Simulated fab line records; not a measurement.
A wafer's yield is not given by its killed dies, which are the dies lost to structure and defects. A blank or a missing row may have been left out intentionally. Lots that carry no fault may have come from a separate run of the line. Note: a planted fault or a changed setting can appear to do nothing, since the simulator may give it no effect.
Comparing a struck lot with a sound one :: flow nandHarc :: 15 steps out of a route of 1302
Sound: the wafers L148.1, L148.3, L148.5. Struck: wafers L164.3, L164.5 (left out: L164.2, a lot-mate that was not struck); the cause follows at the end.
At each step with rows: each side's tool, then ch and its chambers, then its first start. Under that, the readings that differ: sound wafers :: struck wafers :: difference of the means :: sigmas: that difference in standard deviations of wafers without a fault.
alike: readings whose means differ by less than 2 such deviations, and words and numbers that are the same on both sides. not compared: withheld readings, readings that some wafer has no value for, bounds like >300 that may hide the same value, and numbers for which the record gives no deviation and whose values overlap.
Wherever a step has rows on one side only, a row that says differs or no value, or a row with sigmas, the two part there. When numbers do not overlap yet have no deviation, they are printed without sigmas and do not part them. A reading that every wafer of one side lacks parts them only if that side has two wafers or more.

NHARC_A_M1_INSPECT_11:
  sound on defectInspect-02 at day 24 00:43; struck on defectInspect-01 at day 30 12:05
reading: rawDefectCount
sound: 161 149 123
struck: 23 38
difference: -114
sigmas: -3
NHARC_A_M1_DESCUM_14: chemistry O2, time 3 s.
  sound on rieDiel-02 ch 0,1, day 24 00:47; struck on rieDiel-11 ch 2, day 30 12:09
  alike: drypumpMotorCurrentA, mfcArSccm, o2FlowSccm, oesProductAu, rfVppV, showerheadPlenumPTorr, throttleValvePct
  not compared: rfHoursCounterH
then, 1 step without rows for these wafers: NHARC_A_M1_ETCH_35 (etches the open film in N2/H2, target depth 40 nm, overetch 12 nm, time 43.94 s).
NHARC_A_M1_ETCH_15: etches the open film in C4F8/Ar, target depth 182.5 nm, time 91.2 s.
  sound on rieDiel-02 ch 0,1; struck on rieDiel-11 ch 1,2
  alike: oesProductAu, rfVppV
  not compared: rfHoursCounterH
NHARC_A_M1_CD_MEAS_16:
  sound on cdSem-03 at day 24 01:05; struck on cdSem-02 at day 30 12:33
  alike: cdNm
NHARC_A_M1_STRIP_18: strips in N2/H2.
  sound on rieDiel-02 ch 0,2, day 24 01:10; struck on rieDiel-02 ch 0, day 30 12:37
  alike: drypumpMotorCurrentA, mfcArSccm, n2FlowSccm, oesProductAu, powerW, rfVppV, showerheadPlenumPTorr, throttleValvePct
  not compared: rfHoursCounterH
then, 5 steps without rows for these wafers: NHARC_A_M1_ETCH_28 (etches the open film in CF4/N2, target depth 30 nm, time 72.99 s); NHARC_A_M1_STRIP_19 (strips in post etch residue remover, time 600 s); NHARC_A_M1_DEGAS_29 (time 60 s); NHARC_A_M1_PRE_CLEAN_30 (time 30 s); NHARC_A_M1_PVD_20 (deposits TaN, target thk 5 nm, time 8.06 s).
NHARC_A_M1_PVD_21: deposits Cu, target thk 30 nm, time 20.49 s.
  sound on pvdSputter-03; struck on pvdSputter-02
  alike: chamberPressurePa, throttleValvePct
NHARC_A_M1_ECD_22: material Cu, target thk 400 nm.
  sound on ecdCu-01 ch 0,1, day 24 02:10; struck on ecdCu-02 ch 0,1, day 30 13:41
  alike: bathTempC
NHARC_A_M1_ANNEAL_31: time 90 s.
  sound on rtpAnneal-02 ch 0, day 24 02:32; struck on rtpAnneal-02 ch 0, day 30 14:07
  alike: wafer_temp_C_max
NHARC_A_M1_CMP_23: polishes, t overpolish 20 s, target thk 154.34 nm.
  sound on cmp-02 ch 0,1,2, day 24 02:56; struck on cmp-03 ch 2, day 30 14:26
reading: timeToEndpointS (s)
sound: 25.9 25.4 28.9
struck: 15.0 13.7
difference: -12.4
sigmas: -6
  alike: motorCurrentA

## WHERE THEY PART
First at NHARC_A_M1_INSPECT_11; last, within this record, at NHARC_A_M1_CMP_23.

WHY: what had been put in by the simulator
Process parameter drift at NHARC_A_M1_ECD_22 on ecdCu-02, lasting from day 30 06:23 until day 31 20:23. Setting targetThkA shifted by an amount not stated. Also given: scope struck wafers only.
